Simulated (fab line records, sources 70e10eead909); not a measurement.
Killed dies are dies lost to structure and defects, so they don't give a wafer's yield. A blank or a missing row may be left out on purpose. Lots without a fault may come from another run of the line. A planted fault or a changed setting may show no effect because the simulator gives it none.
fab line records | flow nand_harc
record lots=24 wafers=72 last_day=33
route steps=1302 shown P_ZERO_WELL@61 P_STI@89 P_GATE@170 P_CONTACT@238
lots that met no fault: from a run of the same line without faults
start_h: hours from the record's first day to the start of the lot's first wafer shown | wait_h: hours since the lot's step before | " the same as in the row above | L1.1+2: a row that stands for several wafers | - no value, or no start given | * or withheld: withheld | < > ~ a bound
route shown NAME@n: a module of which the file shows steps, and the number in the route of the first | usual: mean/standard deviation of fault-free wafers | same: alike in all rows | chamber/n: place in a boat | sites: the reading at each site | _std_site: their standard deviation | _edge_site: outer sites' mean less inner sites' | radius_mm: how far each site lies from the wafer's centre | mask NAME#n: copy n | behind: the tool/chamber that last shaped the wafer | hold: why the lot was held/for how many hours/how that ended | device: the transistor (n, p or np) that didn't switch | end of line: the same wafers' tests at the end of the route | a step without rows: its recipe alone | killed: dies lost to structure and defects at the first sort, not the wafer's yield | map: a wafer's dies, x killed, . not, _ none there
set.NAME: the setting as run; set.NAME@STEP: as run at that earlier step | model.NAME: the simulator's own value behind a step, which no gauge read
steps of the route over a sample of lots; a table a step, a row a wafer
services: from which hour (start_h, from the record's first day; less than 0 if before it) a tool's chamber was out of use, for how many hours, and why
## steps
# step NHARC_P_ZERO_WELL_DESCUM_54
# recipe time_s=3 o2_flow_sccm=200 ar_flow_sccm=0 bias_power_w=0 chemistry=O2
# usual chamber_pressure_mTorr=60.00/0.054 drypump_motor_current_A=5.7/0.34 oes_product_au=0.998/0.01 rf_vpp_V=57.8/0.97 showerhead_plenum_p_Torr=1.95/0.084 throttle_valve_pct=11.312/0.0092
# columns lot.wafer tool chamber start_h wait_h chamber_pressure_mTorr drypump_motor_current_A oes_product_au rf_hours_counter_h rf_vpp_V showerhead_plenum_p_Torr throttle_valve_pct
L074.1 rie_diel-06 0 26.05 - 59.97 5.2 1.014 26 56.3 1.88 11.301
L074.5 " 2 " " 59.95 6.3 0.995 - 57.6 1.97 11.320
L074.6 " 3 " " 59.97 5.3 0.984 - 57.4 1.95 11.313
L075.2 rie_diel-06 1 37.25 - 59.99 5.6 0.987 27 57.8 1.80 11.309
L075.4 " 0 " " 60.09 5.2 1.015 33 55.9 1.87 11.324
L075.5 " 1 " " 60.03 5.6 0.985 - 58.5 1.80 11.311
L076.1 rie_diel-13 3 46.16 - 60.00 5.9 1.009 13 56.3 1.97 11.310
L076.2 " 1 " " 59.93 5.9 0.984 17 58.5 2.07 11.298
L076.4 " 3 " " 59.92 5.9 1.007 - 56.3 1.97 11.298
L077.3 rie_diel-13 1 55.74 - 59.98 5.9 0.991 20 59.2 2.07 11.309
L077.4 " 2 " " 59.98 5.5 1.006 17 56.2 1.96 11.315
L077.5 " 1 " " 59.98 5.9 0.989 - 58.0 2.07 11.308
L078.3 rie_diel-06 2 66.04 - 59.94 6.2 0.983 36 58.4 1.96 11.302
L078.4 " 3 " " 59.87 5.3 0.993 42 56.7 1.94 11.325
L078.1 " 1 " " 59.98 5.6 0.989 32 56.5 1.80 11.312
L079.3 rie_diel-13 3 75.91 - 60.06 5.9 1.008 21 57.4 1.97 11.314
L079.2 " 0 " " 59.94 5.3 0.992 20 59.5 1.99 11.319
L079.1 " 1 " " 59.98 5.9 0.987 27 57.3 2.07 11.321
L080.3 rie_diel-01 1 85.92 - 59.91 6.0 1.018 17 57.0 1.96 11.318
L080.2 " 3 " " 59.97 6.1 1.000 20 58.0 2.07 11.308
L080.5 " 1 " " 59.96 6.0 1.005 - 57.7 1.97 11.319
L081.3 rie_diel-06 0 96.11 - 60.01 5.2 0.998 48 56.5 1.87 11.298
L081.5 " 2 " " 59.94 6.3 0.985 - 57.0 1.96 11.309
L081.6 " 3 " " 60.01 5.3 0.995 - 58.2 1.94 11.314
L082.2 rie_diel-01 0 106.97 - 60.00 5.4 0.983 24 56.3 1.77 11.329
L082.4 " 2 " " 59.94 5.5 0.985 26 57.1 1.92 11.303
L082.5 " 1 " " 60.08 6.0 1.001 - 55.9 1.96 11.317
L083.3 rie_diel-01 1 115.82 - 60.00 6.0 1.002 25 58.2 1.96 11.320
L083.2 " 3 " " 60.05 6.1 1.008 28 57.5 2.07 11.313
L083.6 " 3 " " 59.94 6.1 1.002 - 60.0 2.07 11.305
L084.3 rie_diel-13 0 128.43 - 60.10 5.3 0.992 33 59.4 1.98 11.311
L084.6 " 0 " " 60.11 5.3 0.992 - 58.5 1.98 11.316
L084.5 " 1 " " 60.00 5.9 0.987 - 57.5 2.06 11.322
L085.4 rie_diel-13 2 136.23 - 60.04 5.6 1.005 44 58.2 1.96 11.307
L085.3 " 3 " " 60.08 5.9 1.012 38 58.3 1.96 11.313
L085.5 " 1 " " 60.00 5.9 0.983 - 58.6 2.06 11.300
L086.2 rie_diel-13 3 146.26 - 60.06 5.9 1.005 40 57.9 1.96 11.327
L086.6 " 1 " " 60.04 5.9 0.989 - 59.6 2.06 11.307
L086.5 " 2 " " 60.16 5.5 1.008 - 56.6 1.96 11.300
L087.3 rie_diel-06 3 155.85 - 60.01 5.3 0.992 4 57.1 1.93 11.323
L087.5 " 0 " " 60.00 5.3 1.008 - 58.1 1.86 11.312
L087.6 " 1 " " 59.98 5.6 0.996 - 58.5 1.79 11.312
L088.3 rie_diel-01 3 165.78 - 59.97 6.1 0.995 46 59.0 2.06 11.317
L088.1 " 1 " " 60.02 6.0 1.004 42 57.5 1.96 11.314
L088.6 " 2 " " 60.01 5.5 0.997 - 58.1 1.92 11.307
L089.4 rie_diel-13 0 176.09 - 59.98 5.2 1.018 1 60.0 1.98 11.315
L089.1 " 1 " " 60.11 5.9 1.001 1 57.1 2.06 11.323
L089.5 " 2 " " 59.99 5.5 1.003 - 57.7 1.95 11.303
L090.2 rie_diel-06 2 186.46 - 59.98 6.2 0.996 13 59.8 1.95 11.304
L090.3 " 0 " " 59.97 5.2 1.006 15 57.5 1.86 11.313
L090.6 " 2 " " 59.98 6.2 1.003 - 57.6 1.95 11.306
L091.4 rie_diel-01 0 196.47 - 60.02 5.4 0.997 50 57.3 1.76 11.298
L091.3 " 2 " " 59.96 5.5 0.995 58 58.0 1.91 11.313
L091.5 " 0 " " 60.09 5.4 0.996 - 57.6 1.76 11.306
L092.2 rie_diel-06 3 208.79 - 59.99 5.3 0.993 20 57.8 1.93 11.306
L092.1 " 1 " " 59.99 5.6 0.996 24 56.8 1.79 11.320
L092.5 " 0 " " 59.98 5.2 1.000 - 56.1 1.86 11.318
L093.1 rie_diel-06 1 216.25 - 60.04 5.6 0.985 30 58.2 1.79 11.311
L093.5 " 0 " " 60.08 5.2 1.006 - 57.0 1.86 11.324
L093.6 " 1 " " 59.96 5.6 0.991 - 56.7 1.79 11.316
L094.1 rie_diel-13 3 225.95 - 60.01 5.9 1.018 20 57.0 1.95 11.292
L094.2 " 0 " " 59.91 5.3 0.997 20 58.5 1.97 11.323
L094.5 " 1 " " 60.02 5.9 0.994 - 57.9 2.05 11.308
L095.4 rie_diel-01 2 235.89 - 59.92 5.5 0.992 9 59.3 1.91 11.307
L095.2 " 3 " " 59.97 6.1 1.004 8 58.1 2.05 11.305
L095.5 " 1 " " 60.07 6.0 0.985 - 58.2 1.95 11.305
L096.2 rie_diel-13 3 246.52 - 60.00 5.9 1.015 26 58.0 1.95 11.314
L096.4 " 0 " " 60.02 5.3 0.999 27 59.3 1.97 11.315
L096.3 " 1 " " 60.04 5.9 0.995 14 57.6 2.05 11.319
L097.3 rie_diel-01 2 256.01 - 59.91 5.5 0.979 13 56.0 1.91 11.329
L097.2 " 1 " " 60.03 6.0 0.983 16 58.3 1.95 11.314
L097.6 " 3 " " 59.99 6.1 0.992 - 59.4 2.05 11.325
# step NHARC_P_ZERO_WELL_INSPECT_43
# usual raw_defect_count=14/6.9
# columns lot.wafer tool chamber start_h wait_h raw_defect_count
L074.1 defect_inspect-01 - 27.68 0.6 10
L074.5 " - " " 6
L074.6 " - " " 18
L075.2 defect_inspect-01 - 38.99 0.5 5
L075.4 " - " " 5
L075.5 " - " " 9
L076.1 defect_inspect-02 - 47.82 0.6 8
L076.2 " - " " 20
L076.4 " - " " 27
L077.3 defect_inspect-02 - 57.38 0.3 14
L077.4 " - " " 13
L077.5 " - " " 18
L078.1 defect_inspect-01 - 67.71 0.6 7
L078.3 " - " " 11
L078.4 " - " " 9
L079.1 defect_inspect-02 - 77.56 0.6 9
L079.2 " - " " 13
L079.3 " - " " 9
L080.2 defect_inspect-01 - 87.56 0.5 17
L080.3 " - " " 29
L080.5 " - " " 17
L081.3 defect_inspect-02 - 98.40 0.7 6
L081.5 " - " " 9
L081.6 " - " " 16
L082.2 defect_inspect-01 - 108.64 0.5 19
L082.4 " - " " 12
L082.5 " - " " 10
L083.2 defect_inspect-01 - 117.49 0.4 14
L083.3 " - " " 16
L083.6 " - " " 16
L084.3 defect_inspect-02 - 130.08 0.4 7
L084.5 " - " " 20
L084.6 " - " " 13
L085.3 defect_inspect-02 - 137.86 0.4 10
L085.4 " - " " 32
L085.5 " - " " 6
L086.2 defect_inspect-02 - 147.92 0.5 22
L086.5 " - " " 20
L086.6 " - " " 20
L087.3 defect_inspect-01 - 157.48 0.4 9
L087.5 " - " " 9
L087.6 " - " " 3
L088.1 defect_inspect-01 - 168.08 1.1 5
L088.3 " - " " 14
L088.6 " - " " 5
L089.1 defect_inspect-01 - 177.72 0.6 15
L089.4 " - " " 18
L089.5 " - " " 10
L090.2 defect_inspect-02 - 188.09 0.5 11
L090.3 " - " " 23
L090.6 " - " " 17
L091.3 defect_inspect-01 - 198.12 0.4 22
L091.4 " - " " 14
L091.5 " - " " 12
L092.1 defect_inspect-02 - 210.44 0.6 5
L092.2 " - " " 6
L092.5 " - " " 10
L093.1 defect_inspect-01 - 217.90 0.6 8
L093.5 " - " " 20
L093.6 " - " " 5
L094.1 defect_inspect-01 - 227.59 0.6 8
L094.2 " - " " 3
L094.5 " - " " 10
L095.2 defect_inspect-01 - 237.52 0.5 5
L095.4 " - " " 12
L095.5 " - " " 3
L096.2 defect_inspect-01 - 248.18 0.5 24
L096.3 " - " " 24
L096.4 " - " " 15
L097.2 defect_inspect-02 - 257.66 0.5 10
L097.3 " - " " 15
L097.6 " - " " 10
# step NHARC_P_STI_ETCH_31
# recipe target_depth_a=1089 time_s=54.5 cf4_flow_sccm=100 chf3_flow_sccm=30 ar_flow_sccm=0 rf_w=500 bias_w=200 chemistry=CF4/CHF3
# usual cf4_flow_sccm=100.0/0.3 chamber_pressure_mTorr=24.999/0.022 drypump_motor_current_A=5.4/0.55 oes_product_au=0.955/0.018 rf_vpp_V=371.6/2.5 showerhead_plenum_p_Torr=1.60/0.072 throttle_valve_pct=16.801/0.0098
# columns lot.wafer tool chamber start_h wait_h cf4_flow_sccm chamber_pressure_mTorr drypump_motor_current_A oes_product_au rf_hours_counter_h rf_vpp_V showerhead_plenum_p_Torr throttle_valve_pct
L074.1 rie_diel-08 3 - - 100.0 24.969 5.7 0.967 2 372.3 1.63 16.793
L074.6 " 2 " " 99.9 24.977 5.0 0.958 - 372.8 1.60 16.788
L074.5 " 3 " " 99.7 24.978 5.7 0.967 - 371.5 1.63 16.804
L075.4 rie_diel-08 3 - - 100.0 24.968 5.7 0.948 3 372.9 1.63 16.810
L075.2 " 2 " " 100.2 24.988 5.0 0.959 3 373.1 1.60 16.828
L075.5 " 3 " " 100.3 24.971 5.7 0.958 - 372.5 1.63 16.818
L076.1 rie_diel-11 0 - - 100.0 24.994 5.3 0.941 14 367.5 1.47 16.804
L076.4 " 2 " " 100.3 24.986 6.3 0.984 12 372.8 1.64 16.793
L076.2 " 3 " " 100.1 25.005 6.2 0.976 13 372.6 1.65 16.816
L077.4 rie_diel-08 2 - - 100.4 25.002 5.0 0.908 3 370.6 1.60 16.800
L077.3 " 1 " " 100.1 25.029 4.9 0.932 3 374.2 1.69 16.795
L077.5 " 2 " " 99.8 25.031 5.0 0.911 - 371.4 1.60 16.810
L078.4 rie_diel-08 0 - - 100.0 24.974 4.8 0.953 4 368.5 1.48 16.793
L078.1 " 2 " " 99.8 24.980 5.0 0.970 4 370.8 1.60 16.802
L078.3 " 3 " " 99.9 25.016 5.7 0.985 5 372.1 1.63 16.792
L079.1 rie_diel-10 0 - - 99.5 25.024 5.5 0.961 1 369.7 1.57 16.791
L079.3 " 1 " " 100.7 25.014 6.4 0.938 1 372.4 1.61 16.817
L079.2 " 2 " " 99.9 24.965 5.5 0.950 0 372.2 1.57 16.802
L080.3 rie_diel-11 3 - - 100.2 24.978 6.2 0.962 1 372.4 1.65 16.785
L080.2 " 2 " " 100.4 24.993 6.3 0.979 1 371.9 1.64 16.809
L080.5 " 0 " " 100.1 25.016 5.4 0.966 - 367.8 1.47 16.795
L081.3 rie_diel-10 1 - - 99.3 24.998 6.4 0.957 2 370.2 1.61 16.780
L081.6 " 2 " " 100.2 25.038 5.6 0.937 - 370.1 1.57 16.811
L081.5 " 3 " " 100.1 24.995 4.7 0.957 - 372.2 1.63 16.791
L082.2 rie_diel-08 3 - - 99.8 24.992 5.7 0.950 6 372.0 1.63 16.809
L082.4 " 1 " " 100.2 25.013 4.9 0.940 6 375.4 1.69 16.781
L082.5 " 3 " " 100.2 25.033 5.7 0.939 - 373.9 1.63 16.784
L083.3 rie_diel-11 2 - - 100.1 24.980 6.3 0.956 5 370.5 1.64 16.798
L083.2 " 3 " " 100.1 25.011 6.2 0.954 4 372.6 1.65 16.809
L083.6 " 1 " " 99.9 24.977 5.0 0.961 - 374.5 1.69 16.804
L084.3 rie_diel-08 2 - - 99.1 25.026 5.0 0.962 8 372.2 1.60 16.797
L084.5 " 3 " " 100.2 25.017 5.7 0.955 - 372.7 1.63 16.773
L084.6 " 0 " " 100.2 24.999 4.8 0.967 - 366.8 1.48 16.790
L085.3 rie_diel-08 2 - - 99.4 25.004 5.0 0.969 8 371.5 1.60 16.816
L085.4 " 3 " " 99.8 24.997 5.7 0.951 8 372.4 1.63 16.808
L085.5 " 3 " " 99.9 24.994 5.7 0.956 - 372.0 1.63 16.806
L086.2 rie_diel-10 2 - - 100.2 25.014 5.5 0.950 4 370.2 1.57 16.781
L086.6 " 3 " " 99.5 24.964 4.8 0.963 - 374.2 1.63 16.796
L086.5 " 0 " " 100.4 24.993 5.4 0.956 - 370.2 1.57 16.788
L087.3 rie_diel-08 1 - - 99.7 25.015 4.9 0.925 8 374.7 1.69 16.799
L087.6 " 0 " " 99.9 24.996 4.8 0.948 - 368.5 1.48 16.808
L087.5 " 1 " " 99.7 25.061 4.9 0.939 - 374.3 1.69 16.808
L088.3 rie_diel-11 1 - - 100.1 24.988 5.0 0.916 9 374.0 1.68 16.814
L088.1 " 2 " " 99.9 24.988 6.3 0.911 9 373.7 1.64 16.802
L088.6 " 3 " " 100.1 25.012 6.2 0.910 - 374.0 1.64 16.806
L089.4 rie_diel-11 3 - - 100.6 25.016 6.2 0.966 11 373.4 1.64 16.813
L089.1 " 2 " " 100.1 24.978 6.3 0.968 10 373.7 1.64 16.785
L089.5 " 3 " " 100.7 25.010 6.2 0.973 - 372.3 1.64 16.807
L090.2 rie_diel-08 2 - - 100.1 25.026 5.0 0.975 0 371.1 1.60 16.802
L090.3 " 3 " " 100.0 24.943 5.7 0.973 0 371.4 1.63 16.799
L090.6 " 2 " " 99.9 25.014 5.0 0.975 - 371.9 1.60 16.797
L091.4 rie_diel-11 2 - - 100.3 25.003 6.3 0.954 12 372.7 1.64 16.812
L091.3 " 3 " " 99.7 24.972 6.2 0.970 12 373.0 1.64 16.807
L091.5 " 1 " " 100.5 24.978 5.0 0.940 - 374.1 1.68 16.787
L092.2 rie_diel-11 1 - - 99.8 24.994 5.0 0.948 13 373.7 1.68 16.810
L092.1 " 0 " " 99.7 25.006 5.4 0.956 13 366.9 1.47 16.795
L092.5 " 1 " " 99.9 24.996 5.0 0.966 - 375.1 1.68 16.810
L093.1 rie_diel-11 0 - - 100.1 25.019 5.4 0.964 13 366.9 1.47 16.798
L093.6 " 1 " " 100.5 24.999 5.0 0.972 - 374.0 1.68 16.794
L093.5 " 2 " " 100.0 24.974 6.3 0.973 - 372.2 1.64 16.793
L094.1 rie_diel-11 2 - - 99.7 25.013 6.3 0.949 13 373.1 1.64 16.797
L094.2 " 1 " " 100.1 25.026 5.0 0.946 13 374.7 1.68 16.802
L094.5 " 3 " " 100.0 25.006 6.2 0.968 - 371.4 1.64 16.792
L095.2 rie_diel-10 3 - - 99.7 25.032 4.7 0.977 0 373.2 1.63 16.794
L095.4 " 1 " " 99.8 24.960 6.4 0.947 0 370.5 1.61 16.795
L095.5 " 3 " " 99.9 25.012 4.7 0.973 - 372.7 1.63 16.805
L096.3 rie_diel-10 2 - - 99.8 24.980 5.6 0.955 0 370.4 1.57 16.802
L096.2 " 3 " " 99.5 24.997 4.7 0.967 0 371.6 1.63 16.788
L096.4 " 0 " " 99.3 25.005 5.5 0.975 0 370.6 1.57 16.801
L097.2 rie_diel-08 2 - - 99.9 24.981 5.0 0.936 3 372.2 1.60 16.797
L097.3 " 3 " " 100.0 24.986 5.8 0.925 3 372.4 1.63 16.810
L097.6 " 2 " " 99.9 25.004 5.0 0.932 - 372.9 1.60 16.792
# step NHARC_P_GATE_CD_MEAS_46
# recipe target_cd_nm=720 landing_energy_ev=500
# usual cd_nm=720.5/1.8
# columns lot.wafer tool chamber start_h wait_h cd_nm
L074.1 cd_sem-03 0 108.26 - 721.8
L074.5 " 0 " " 719.6
L074.6 " 0 " " 724.9
L075.2 cd_sem-02 0 121.48 - 718.1
L075.4 " 0 " " 720.9
L075.5 " 0 " " 719.8
L076.1 cd_sem-01 0 123.69 - 720.9
L076.2 " 0 " " 719.8
L076.4 " 0 " " 721.5
L077.3 cd_sem-03 0 139.60 - 722.9
L077.4 " 0 " " 723.1
L077.5 " 0 " " 720.1
L078.1 cd_sem-02 0 146.74 - 719.9
L078.3 " 0 " " 717.2
L078.4 " 0 " " 719.3
L079.1 cd_sem-02 0 162.12 - 721.0
L079.2 " 0 " " 720.0
L079.3 " 0 " " 724.5
L080.2 cd_sem-02 0 172.91 - 719.3
L080.3 " 0 " " 719.7
L080.5 " 0 " " 718.8
L081.3 cd_sem-01 0 184.89 - 720.8
L081.5 " 0 " " 719.8
L081.6 " 0 " " 719.7
L082.2 cd_sem-01 0 197.80 - 719.8
L082.4 " 0 " " 716.9
L082.5 " 0 " " 721.8
L083.2 cd_sem-02 0 205.45 - 719.7
L083.3 " 0 " " 719.2
L083.6 " 0 " " 719.6
L084.3 cd_sem-01 0 219.75 - 718.3
L084.5 " 0 " " 720.8
L084.6 " 0 " " 719.8
L086.2 cd_sem-01 0 228.00 - 722.8
L086.5 " 0 " " 721.3
L086.6 " 0 " " 719.1
L085.3 cd_sem-03 0 228.17 - 721.6
L085.4 " 0 " " 719.7
L085.5 " 0 " " 721.2
L087.3 cd_sem-03 0 239.29 - 720.8
L087.5 " 0 " " 721.3
L087.6 " 0 " " 721.4
L088.1 cd_sem-02 0 255.28 - 720.4
L088.3 " 0 " " 723.8
L088.6 " 0 " " 721.4
L089.1 cd_sem-03 0 266.23 - 723.5
L089.4 " 0 " " 722.3
L089.5 " 0 " " 719.5
L090.2 cd_sem-03 0 269.46 - 722.8
L090.3 " 0 " " 723.1
L090.6 " 0 " " 723.2
L091.3 cd_sem-02 0 282.00 - 722.3
L091.4 " 0 " " 721.7
L091.5 " 0 " " 722.5
L092.1 cd_sem-01 0 291.78 - 720.4
L092.2 " 0 " " 719.3
L092.5 " 0 " " 718.6
L093.1 cd_sem-02 0 292.26 - 716.0
L093.5 " 0 " " 721.7
L093.6 " 0 " " 720.7
L094.1 cd_sem-01 0 306.23 - 717.9
L094.2 " 0 " " 717.9
L094.5 " 0 " " 719.6
L095.2 cd_sem-02 0 316.60 - 720.3
L095.4 " 0 " " 721.1
L095.5 " 0 " " 721.8
L096.2 cd_sem-01 0 325.43 - 721.5
L096.3 " 0 " " 720.8
L096.4 " 0 " " 722.4
L097.2 cd_sem-01 0 340.23 - 719.4
L097.3 " 0 " " 720.0
L097.6 " 0 " " 719.6
# step NHARC_P_CONTACT_ETCH_18
# recipe target_depth_a=4810 time_s=240.5 c4f8_flow_sccm=20 o2_flow_sccm=10 ar_flow_sccm=withheld rf_w=600 bias_w=1500 chemistry=C4F8/O2/Ar
# usual chamber_pressure_mTorr=25.000/0.022 oes_product_au=0.953/0.02 rf_vpp_V=977/4.9
# columns lot.wafer tool chamber start_h wait_h chamber_pressure_mTorr oes_product_au rf_hours_counter_h rf_vpp_V
L074.1 rie_diel-09 1 - - 24.975 0.960 3.3 978
L074.6 " 2 " " 24.995 0.984 - 975
L074.5 " 3 " " 24.985 0.978 - 977
L075.2 rie_diel-02 1 - - 25.015 0.957 3.5 980
L075.5 " 1 " " 25.005 0.955 - 982
L075.4 " 0 " " 25.018 0.948 - 969
L076.4 rie_diel-09 3 - - 24.995 0.966 3.7 976
L076.2 " 0 " " 24.992 0.980 4.4 981
L076.1 " 2 " " 25.013 0.971 4.1 977
L077.4 rie_diel-02 1 - - 25.022 0.933 4.6 982
L077.3 " 0 " " 25.007 0.919 4.8 968
L077.5 " 2 " " 24.975 0.906 - 971
L078.3 rie_diel-02 1 - - 25.014 0.958 5.1 981
L078.4 " 3 " " 25.017 0.970 5.3 975
L078.1 " 0 " " 24.994 0.966 5.3 969
L079.2 rie_diel-03 0 - - 25.005 0.957 1.5 974
L079.1 " 2 " " 25.029 0.954 1.7 983
L079.3 " 3 " " 25.004 0.969 1.7 984
L080.3 rie_diel-09 3 - - 25.033 0.935 0.8 977
L080.2 " 1 " " 24.979 0.935 0.6 978
L080.5 " 2 " " 25.027 0.945 - 975
L081.3 rie_diel-03 3 - - 24.996 0.937 2.1 985
L081.6 " 3 " " 24.941 0.939 - 986
L081.5 " 0 " " 24.990 0.960 - 973
L082.2 rie_diel-03 3 - - 25.032 0.970 2.7 985
L082.4 " 1 " " 24.977 0.953 2.6 971
L082.5 " 3 " " 25.020 0.974 - 986
L083.2 rie_diel-09 3 - - 25.021 0.953 1.5 977
L083.3 " 0 " " 24.986 0.973 1.2 982
L083.6 " 3 " " 25.023 0.951 - 976
L084.3 rie_diel-09 1 - - 24.974 0.958 1.6 977
L084.6 " 1 " " 24.992 0.949 - 977
L084.5 " 2 " " 25.022 0.953 - 976
L086.2 rie_diel-03 2 - - 24.948 0.926 2.9 983
L086.6 " 1 " " 24.988 0.926 - 971
L086.5 " 2 " " 25.024 0.922 - 983
L085.4 rie_diel-02 0 - - 24.998 0.971 1.0 971
L085.3 " 2 " " 24.987 0.954 1.0 972
L085.5 " 1 " " 24.997 0.954 - 981
L087.3 rie_diel-09 3 - - 24.999 0.958 2.4 976
L087.6 " 0 " " 25.005 0.962 - 981
L087.5 " 1 " " 24.998 0.957 - 978
L088.1 rie_diel-02 1 - - 24.984 0.958 1.7 980
L088.3 " 3 " " 25.009 0.948 1.7 976
L088.6 " 1 " " 24.963 0.965 - 982
L089.1 rie_diel-03 0 - - 25.018 0.921 4.0 974
L089.4 " 2 " " 24.995 0.969 3.8 983
L089.5 " 0 " " 24.987 0.924 - 974
L090.2 rie_diel-03 1 - - 24.986 0.960 4.9 971
L090.3 " 2 " " 25.003 0.963 4.3 982
L090.6 " 0 " " 25.015 0.982 - 974
L091.4 rie_diel-09 3 - - 24.969 0.967 3.3 977
L091.3 " 0 " " 25.014 0.969 3.3 981
L091.5 " 3 " " 25.000 0.974 - 977
L092.1 rie_diel-09 1 - - 25.006 0.931 3.7 978
L092.2 " 2 " " 25.030 0.943 3.6 976
L092.5 " 0 " " 24.981 0.919 - 982
L093.1 rie_diel-03 3 - - 25.008 0.972 0.4 986
L093.6 " 1 " " 24.977 0.988 - 972
L093.5 " 2 " " 24.983 0.952 - 983
L094.1 rie_diel-02 0 - - 24.982 0.971 5.3 970
L094.2 " 2 " " 25.045 0.933 5.9 971
L094.5 " 1 " " 25.042 0.964 - 982
L095.2 rie_diel-02 3 - - 25.049 0.925 6.0 975
L095.4 " 0 " " 24.976 0.921 5.9 967
L095.5 " 3 " " 25.024 0.928 - 973
L096.2 rie_diel-03 2 - - 25.002 0.982 1.4 982
L096.3 " 3 " " 25.026 0.989 1.2 985
L096.4 " 0 " " 25.026 0.959 1.3 974
L097.3 rie_diel-03 0 - - 25.027 0.931 1.7 973
L097.2 " 2 " " 25.006 0.952 1.9 983
L097.6 " 1 " " 24.995 0.955 - 971
# step NHARC_P_CONTACT_CMP_24
# recipe t_overpolish_s=30 target_thk_nm=200
# usual motor_current_A=12.2/1.2 overpolish_run_s=30.000/0.0088 time_to_endpoint_s=41/4
# columns lot.wafer tool chamber start_h wait_h motor_current_A overpolish_run_s time_to_endpoint_s
L074.1 cmp-01 3 119.93 0.5 10.9 30.002 43
L074.6 " 0 " " 10.6 30.021 40
L074.5 " 1 " " 11.1 30.000 44
L075.2 cmp-01 1 135.18 0.5 11.0 30.005 39
L075.4 " 0 " " 10.9 30.003 43
L075.5 " 2 " " 12.3 30.027 37
L076.4 cmp-04 3 135.44 0.4 12.7 30.004 37
L076.1 " 0 " " 12.2 30.000 44
L076.2 " 2 " " 14.7 30.008 49
L077.4 cmp-04 3 150.57 0.4 12.3 30.007 40
L077.3 " 0 " " 11.7 30.002 48
L077.5 " 3 " " 13.2 29.995 36
L078.4 cmp-04 0 157.63 0.3 11.7 29.991 44
L078.1 " 1 " " 12.4 30.002 47
L078.3 " 3 " " 13.1 30.001 35
L079.3 cmp-04 1 173.79 0.7 12.4 29.994 48
L079.1 " 3 " " 13.6 29.996 38
L079.2 " 0 " " 11.7 29.998 44
L080.2 cmp-01 2 183.89 0.6 13.0 30.017 36
L080.3 " 0 " " 10.9 29.990 43
L080.5 " 1 " " 10.8 30.004 40
L081.3 cmp-01 2 195.98 0.3 13.1 29.998 37
L081.6 " 1 " " 10.7 30.021 40
L081.5 " 2 " " 12.6 29.995 36
L082.2 cmp-02 2 208.75 0.5 11.3 29.990 38
L082.4 " 1 " " 11.8 30.003 37
L082.5 " 3 " " 11.6 30.003 38
L083.3 cmp-01 1 216.08 0.3 10.6 29.993 39
L083.2 " 3 " " 11.7 29.993 41
L083.6 " 1 " " 10.6 30.003 38
L084.3 cmp-02 1 230.81 0.3 10.9 29.997 40
L084.5 " 3 " " 12.3 30.002 41
L084.6 " 0 " " 11.3 29.990 39
L086.2 cmp-01 0 238.79 0.5 10.5 30.020 41
L086.5 " 0 " " 11.0 29.996 40
L086.6 " 1 " " 10.4 29.996 38
L085.4 cmp-02 3 239.09 0.3 11.7 29.999 42
L085.3 " 1 " " 11.5 30.010 41
L085.5 " 3 " " 11.1 29.986 42
L087.3 cmp-04 0 250.39 0.4 11.6 29.995 45
L087.5 " 2 " " 13.9 30.018 43
L087.6 " 3 " " 12.9 30.001 36
L088.3 cmp-04 1 266.25 0.3 12.6 30.012 48
L088.1 " 2 " " 14.1 29.988 46
L088.6 " 1 " " 12.0 30.010 48
L089.1 cmp-02 3 277.27 0.6 11.5 30.017 36
L089.4 " 0 " " 11.4 30.003 36
L089.5 " 3 " " 11.3 30.007 37
L090.2 cmp-04 0 280.39 0.6 12.3 29.993 43
L090.3 " 1 " " 12.8 29.999 47
L090.6 " 3 " " 13.7 30.000 36
L091.3 cmp-04 3 293.23 0.3 12.9 29.997 36
L091.4 " 2 " " 14.1 30.015 47
L091.5 " 3 " " 13.0 29.990 36
L092.1 cmp-04 1 302.75 0.5 12.8 29.994 39
L092.2 " 3 " " 12.2 29.986 33
L092.5 " 0 " " 11.9 29.995 38
L093.1 cmp-01 1 303.43 0.6 10.9 29.990 38
L093.5 " 2 " " 12.4 29.991 34
L093.6 " 3 " " 11.2 29.998 41
L094.1 cmp-01 2 317.19 0.6 12.8 29.997 33
L094.2 " 3 " " 11.7 30.002 40
L094.5 " 1 " " 10.8 29.987 39
L095.2 cmp-04 2 327.71 0.6 14.2 30.003 45
L095.4 " 3 " " 12.9 30.000 35
L095.5 " 1 " " 12.9 30.020 46
L096.4 cmp-04 1 336.56 0.4 12.6 30.002 46
L096.2 " 3 " " 12.7 30.011 35
L096.3 " 0 " " 11.6 29.990 45
L097.3 cmp-02 1 351.12 0.3 11.5 30.000 42
L097.2 " 3 " " 11.9 29.991 43
L097.6 " 1 " " 12.0 30.010 42
## services
# columns tool chamber start_h hours kind
cmp-04 - 13.07 4.0 pm
rie_diel-08 - 13.80 9.0 pm
rie_diel-11 2 14.02 14.7 repair
rie_diel-13 0 36.27 11.7 repair
rie_diel-03 0 46.75 5.4 repair
cmp-04 - 55.47 2.0 repair
rie_diel-03 1 63.22 1.3 repair
rie_diel-11 2 68.59 7.7 repair
rie_diel-11 - 78.50 9.0 pm
cmp-04 - 104.35 2.3 repair
rie_diel-03 - 104.36 9.0 pm
cmp-04 - 111.07 4.0 pm
rie_diel-13 2 111.56 2.7 repair
cmp-04 - 121.70 8.3 repair
rie_diel-13 - 140.15 2.1 repair
rie_diel-08 1 140.35 5.1 repair
rie_diel-03 1 145.67 15.5 repair
rie_diel-13 - 165.00 9.0 pm
rie_diel-08 - 183.59 0.3 repair
rie_diel-08 - 190.80 9.0 pm
cmp-04 - 209.07 4.0 pm
cmp-04 - 247.62 1.8 repair
rie_diel-08 1 300.44 2.5 repair
cmp-04 - 307.07 4.0 pm
## key
fault none
